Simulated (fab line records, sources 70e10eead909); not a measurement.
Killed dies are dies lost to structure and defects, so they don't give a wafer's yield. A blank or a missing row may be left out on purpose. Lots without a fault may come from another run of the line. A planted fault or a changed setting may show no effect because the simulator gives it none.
Which tool did it? | flow nand_harc | 12 lots, 36 wafers sampled, at 5 steps of a route of 1159

WHAT THE GAUGES READ, wafer by wafer
NHARC_A_BONDPAD_CD_MEAS_13. Usual: cd_nm 500.3 nm, standard deviation 1.6.
lot  | measured     | on        | cd_nm (nm)        | flag
L921 | day 18 02:41 | cd_sem-02 | 501.6 502.3 499.6 |
L922 | day 18 03:43 | cd_sem-03 | 497.2 500.1 498.8 |
L924 | day 18 11:51 | cd_sem-02 | 499.7 500.7 501.3 |
L925 | day 18 12:21 | cd_sem-02 | 500.6 499.6 498.7 |
L929 | day 19 19:13 | cd_sem-01 | 499.4 501.7 498.7 |
L932 | day 20 03:58 | cd_sem-03 | 502.2 501.2 497.6 |
L931 | day 20 08:26 | cd_sem-01 | 501.9 499.3 499.8 |
L937 | day 21 16:16 | cd_sem-02 | 496.8 497.4 500.2 |
L938 | day 22 08:01 | cd_sem-03 | 501.1 499.7 497.3 |
L941 | day 23 03:10 | cd_sem-02 | 502.0 500.6 498.5 |
L943 | day 23 10:08 | cd_sem-02 | 498.2 499.9 502.0 |
L942 | day 23 10:35 | cd_sem-03 | 497.5 497.8 500.0 |

NHARC_END_SORT_01. Usual: defect_limited_yield 95.6 %, standard deviation 1.4; killed_at_array 26, standard deviation 9; killed_at_other 0.8, standard deviation 1.2; killed_at_periphery 3.2, standard deviation 2.3; killed_dies 30, standard deviation 9.1; killed_open 3.5, standard deviation 2; killed_short 1.8, standard deviation 1.4; sort_bin_2_pct 1.4 %, standard deviation 0.59; sort_bin_3_pct 0.25 %, standard deviation 0.22; sort_bin_4_pct 2.8 %, standard deviation 0.91; sort_n_pass 647, standard deviation 9.1; sort_rim_yield_pct 95.4 %, standard deviation 3; sort_yield_pct 95.6 %, standard deviation 1.4.
lot  | measured     | on        | defect_limited_yield (%) | killed_at_array | killed_at_other | killed_at_periphery | killed_dies | killed_open | killed_short | sort_bin_2_pct (%) | sort_bin_3_pct (%) | sort_bin_4_pct (%) | sort_n_pass | sort_rim_yield_pct (%) | sort_yield_pct (%) | flag
L921 | day 19 12:31 | prober-01 | 95.3 95.7 95.4           | 26 23 25        | 0 2 3           | 6 4 3               | 32 29 31    | 7 11 7      | 4 2 2        | 1.3 1.5 1.5        | 0.30 0 0           | 3.1 2.8 3.1        | 645 648 646 | 93.4 94.3 95.3         | 95.3 95.7 95.4     |
L922 | day 19 12:35 | prober-02 | 94.8 95.3 95.4           | 28 27 25        | 2 1 0           | 5 4 6               | 35 32 31    | 5 1 1       | 2 2 2        | 1.5 0.9 1.5        | 0 0.15 0           | 3.7 3.7 3.1        | 642 645 646 | 100.0 97.2 97.2        | 94.8 95.3 95.4     |
L932 | day 21 11:22 | prober-02 | 93.9 96.0 96.8           | 39 25 22        | 1 0 0           | 1 2 0               | 41 27 22    | 4 3 2       | 0 2 1        | 1.9 2.1 0.6        | 0.44 0.30 0.30     | 3.7 1.6 2.4        | 636 650 655 | 98.1 98.1 100.0        | 93.9 96.0 96.8     |
L931 | day 21 11:17 | prober-01 | 96.0 96.0 96.3           | 24 17 22        | 1 4 1           | 2 6 2               | 27 27 25    | 1 6 3       | 2 2 2        | 1.3 1.8 1.5        | 0 0 0.15           | 2.7 2.2 2.1        | 650 650 652 | 92.5 94.3 95.3         | 96.0 96.0 96.3     |
L942 | day 24 23:45 | prober-02 | 94.4 96.2 94.8           | 35 24 34        | 1 0 0           | 2 2 1               | 38 26 35    | 2 3 3       | 1 0 1        | 2.2 1.0 1.0        | 0.30 0 0.15        | 3.1 2.8 4.0        | 639 651 642 | 83.0 93.4 88.7         | 94.4 96.2 94.8     |

WHICH TOOL RAN EACH LOT (tool, then ch and the chambers of the sampled wafers, then the start)
lot  | NHARC_A_BONDPAD_DESCUM_11          | NHARC_A_BONDPAD_STRIP_15           | NHARC_A_BONDPAD_DEGAS_25
L921 | rie_diel-05 ch 1,2,3, day 18 02:22 | rie_diel-05 ch 0,3, day 18 02:46   | pvd_sputter-01, day 18 03:22
L922 | rie_diel-05 ch 0,2,3, day 18 03:25 | rie_diel-09 ch 0,2,3, day 18 03:49 | pvd_sputter-03, day 18 04:23
L924 | rie_diel-02 ch 1,2,3, day 18 11:31 | rie_diel-02 ch 2,3, day 18 11:58   | pvd_sputter-03, day 18 12:34
L925 | rie_diel-09 ch 0,1,2, day 18 11:46 | rie_diel-02 ch 1,2,3, day 18 12:26 | pvd_sputter-03, day 18 12:59
L929 | rie_diel-05 ch 1,2,3, day 19 18:52 | rie_diel-05 ch 0,1,2, day 19 19:18 | pvd_sputter-02, day 19 19:50
L932 | rie_diel-05 ch 0,2, day 20 03:40   | rie_diel-05 ch 0,2,3, day 20 04:04 | pvd_sputter-02, day 20 04:36
L931 | rie_diel-05 ch 1,3, day 20 08:07   | rie_diel-05 ch 0,2, day 20 08:31   | pvd_sputter-01, day 20 09:04
L937 | rie_diel-09 ch 0,1,3, day 21 15:58 | rie_diel-09 ch 0,1,3, day 21 16:20 | pvd_sputter-02, day 21 16:54
L938 | rie_diel-09 ch 0,1,3, day 22 07:26 | rie_diel-09 ch 0,2,3, day 22 08:06 | pvd_sputter-01, day 22 08:41
L941 | rie_diel-09 ch 0,1,2, day 23 02:49 | rie_diel-05 ch 0,3, day 23 03:15   | pvd_sputter-02, day 23 03:49
L943 | rie_diel-05 ch 1,2, day 23 09:49   | rie_diel-05 ch 2,3, day 23 10:14   | pvd_sputter-03, day 23 10:49
L942 | rie_diel-05 ch 0,1,3, day 23 10:08 | rie_diel-02 ch 0,2,3, day 23 10:41 | pvd_sputter-01, day 23 11:13
- NHARC_A_BONDPAD_DESCUM_11: chemistry O2, time 3 s.
- NHARC_A_BONDPAD_STRIP_15: strips in O2.
- NHARC_A_BONDPAD_DEGAS_25: time 60 s.

WHAT THE TOOLS THEMSELVES READ (means of the sampled wafers that have a number; where no wafer has one, the mark that the record gives instead)
NHARC_A_BONDPAD_DESCUM_11. Usual: drypump_motor_current_A 5.8 A, standard deviation 0.36; oes_product_au 1.001 a.u., standard deviation 0.0092; rf_vpp_V 57.8 V, standard deviation 0.9; showerhead_plenum_p_Torr 1.94 Torr, standard deviation 0.073; throttle_valve_pct 11.312 %, standard deviation 0.009.
lot  | tool        | drypump_motor_current_A (A) | oes_product_au (a.u.) | rf_vpp_V (V) | showerhead_plenum_p_Torr (Torr) | throttle_valve_pct (%) | flag
L921 | rie_diel-05 | 5.8                         | 0.996                 | 57.5         | 1.89                            | 11.317                 |
L922 | rie_diel-05 | 5.6                         | 0.996                 | 58.0         | 1.93                            | 11.306                 |
L924 | rie_diel-02 | 6.3                         | 0.997                 | 57.5         | 1.99                            | 11.316                 |
L925 | rie_diel-09 | 5.8                         | 1.000                 | 57.6         | 1.97                            | 11.308                 |
L929 | rie_diel-05 | 5.7                         | 1.003                 | 58.2         | 1.89                            | 11.306                 |
L932 | rie_diel-05 | 5.5                         | 1.003                 | 58.4         | 1.94                            | 11.318                 |
L931 | rie_diel-05 | 6.0                         | 1.002                 | 58.2         | 1.91                            | 11.318                 |
L937 | rie_diel-09 | 5.6                         | 0.995                 | 58.4         | 1.95                            | 11.310                 |
L938 | rie_diel-09 | 5.6                         | 0.996                 | 58.0         | 1.95                            | 11.318                 |
L941 | rie_diel-09 | 5.9                         | 1.002                 | 57.9         | 1.97                            | 11.316                 |
L943 | rie_diel-05 | 5.9                         | 0.995                 | 59.0         | 1.91                            | 11.315                 |
L942 | rie_diel-05 | 6.0                         | 1.000                 | 57.9         | 1.94                            | 11.306                 |

NHARC_A_BONDPAD_STRIP_15. Usual: chamber_pressure_mTorr 60.00 mTorr, standard deviation 0.053; drypump_motor_current_A 5.8 A, standard deviation 0.38; oes_product_au 1.000 a.u., standard deviation 0.01; rf_vpp_V 58.0 V, standard deviation 0.89; showerhead_plenum_p_Torr 3.58 Torr, standard deviation 0.13; throttle_valve_pct 17.037 %, standard deviation 0.0089.
lot  | tool        | chamber_pressure_mTorr (mTorr) | drypump_motor_current_A (A) | oes_product_au (a.u.) | rf_vpp_V (V) | showerhead_plenum_p_Torr (Torr) | throttle_valve_pct (%) | flag
L921 | rie_diel-05 | 60.03                          | 5.8                         | 0.996                 | 57.3         | 3.55                            | 17.032                 |
L922 | rie_diel-09 | 60.01                          | 5.5                         | 0.999                 | 57.7         | 3.61                            | 17.041                 |
L924 | rie_diel-02 | 59.99                          | 6.0                         | 0.990                 | 58.4         | 3.72                            | 17.038                 |
L925 | rie_diel-02 | 60.02                          | 6.3                         | 0.996                 | 57.9         | 3.67                            | 17.036                 |
L929 | rie_diel-05 | 47.20                          | 5.8                         | 1.005                 | 57.3         | 3.59                            | 17.037                 | OFF
L932 | rie_diel-05 | 47.18                          | 5.6                         | 1.004                 | 57.7         | 3.55                            | 17.032                 | OFF
L931 | rie_diel-05 | 47.19                          | 5.5                         | 1.010                 | 57.2         | 3.56                            | 17.032                 | OFF
L937 | rie_diel-09 | 59.99                          | 5.6                         | 1.001                 | 57.8         | 3.59                            | 17.046                 |
L938 | rie_diel-09 | 59.97                          | 5.5                         | 0.994                 | 59.2         | 3.60                            | 17.042                 |
L941 | rie_diel-05 | 60.00                          | 5.8                         | 0.992                 | 57.6         | 3.55                            | 17.037                 |
L943 | rie_diel-05 | 60.04                          | 5.5                         | 0.997                 | 57.8         | 3.46                            | 17.042                 |
L942 | rie_diel-02 | 59.99                          | 6.0                         | 1.005                 | 58.6         | 3.69                            | 17.028                 |

NHARC_A_BONDPAD_DEGAS_25. Usual: heater_power_w 467 W, standard deviation 41.
lot  | tool           | heater_power_w (W) | flag
L921 | pvd_sputter-01 | 487                |
L922 | pvd_sputter-03 | 471                |
L924 | pvd_sputter-03 | 504                |
L925 | pvd_sputter-03 | 475                |
L929 | pvd_sputter-02 | 462                |
L932 | pvd_sputter-02 | 459                |
L931 | pvd_sputter-01 | 489                |
L937 | pvd_sputter-02 | 461                |
L938 | pvd_sputter-01 | 462                |
L941 | pvd_sputter-02 | 464                |
L943 | pvd_sputter-03 | 451                |
L942 | pvd_sputter-01 | 456                |

THE ANSWER, worked out from the rows above alone
Rule: a lot is off if the mean of its wafers that have a number lies more than 3 standard deviations from the usual mean. A lot without any number at a reading at which 4 lots or more have one is off too. The other lots that the step has rows for count as sound. The gauges are gone through in route order, then the tools' own readings, and for those a lot's mean is taken as printed above. The first step at which some lot is off is used, and at that step the reading that is off furthest; a lot without a number counts as furthest.
Off: L929, L932, L931, at NHARC_A_BONDPAD_STRIP_15 (chamber_pressure_mTorr).
A tool fits if, at that step or a process step before it, it ran every lot that is off, and no sound lot after the first of them. None of those tried fits.

WHAT THE SIMULATOR HAD PUT IN
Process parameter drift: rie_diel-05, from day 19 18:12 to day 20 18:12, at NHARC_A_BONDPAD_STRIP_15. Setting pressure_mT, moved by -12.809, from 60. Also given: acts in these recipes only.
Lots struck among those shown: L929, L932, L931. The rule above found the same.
